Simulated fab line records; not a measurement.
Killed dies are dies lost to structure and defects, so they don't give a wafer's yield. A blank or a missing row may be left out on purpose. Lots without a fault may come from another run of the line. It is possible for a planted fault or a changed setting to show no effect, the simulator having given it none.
Chamber matching -- flow n5 finfet -- 4 sister chambers for N5_BEOL_M10_ETCH_65 on rie diel-01
The step etches SiARC in CF4, target depth 39 nm, time 65 s. 18 wafers are shown with their chamber, then 9 later ones without.

## WAFERS WITH THEIR CHAMBER
wafer,chamber,drypump motor current A (A),showerhead plenum p Torr (Torr),throttle valve pct (%)
L077.1,0,6.0,2.25,15.49
L077.2,2,5.9,2.18,15.78
L077.3,1,6.0,2.09,15.33
L079.1,3,5.3,2.27,15.76
L079.3,0,6.0,2.25,15.49
L079.5,3,5.3,2.27,15.74
L081.2,0,6.0,2.25,15.50
L081.3,3,5.3,2.27,15.76
L081.4,1,6.1,2.09,15.32
L083.1,0,6.0,2.24,15.52
L083.4,1,6.1,2.09,15.36
L083.5,0,6.0,2.25,15.52
L086.2,1,6.0,2.08,15.37
L086.3,0,6.0,2.24,15.54
L086.6,3,5.3,2.26,15.79
L087.1,2,5.9,2.18,15.35
L087.2,3,5.3,2.26,15.79
L087.5,1,6.1,2.08,15.37

SIGNATURES (averages over the wafers above)
reading,chamber 0,chamber 1,chamber 2,chamber 3,scatter within a chamber
drypump motor current A,6.000,6.060,5.900,5.300,0.0293
showerhead plenum p Torr,2.2467,2.0860,2.1800,2.2660,0.00516
throttle valve pct,15.5100,15.3500,15.5650,15.7680,0.0839
Rule: a wafer's distance from a chamber is the root of the sum, over the readings, of the square of ((its reading less the chamber's mean) divided by the reading's scatter). The wafer belongs to the nearest chamber; if the next one is less than 2 further off, it can't be placed. The scatter: take each reading less its chamber's mean, square it, sum over the shown wafers, divide by the number of wafers less the number of chambers, and take the root.

## WAFERS MISSING THEIR CHAMBER
wafer,drypump motor current A (A),showerhead plenum p Torr (Torr),throttle valve pct (%)
L090.1,6.1,2.08,15.36
L090.4,5.3,2.26,15.78
L090.5,6.1,2.08,15.38
L095.3,6.0,2.23,15.58
L095.5,5.3,2.26,15.82
L095.6,6.0,2.23,15.59
L096.3,5.9,2.17,15.37
L096.4,5.3,2.26,15.82
L096.5,5.3,2.26,15.81

## CHAMBER TAKEN BY EACH
wafer,from the rows above,in truth
L090.1,1,1
L090.4,3,3
L090.5,1,1
L095.3,0,0
L095.5,3,3
L095.6,0,0
L096.3,2,2
L096.4,3,3
L096.5,3,3
Correct placement for 9 of the 9. From these rows, 0 cannot be placed. 0 placed wrongly.
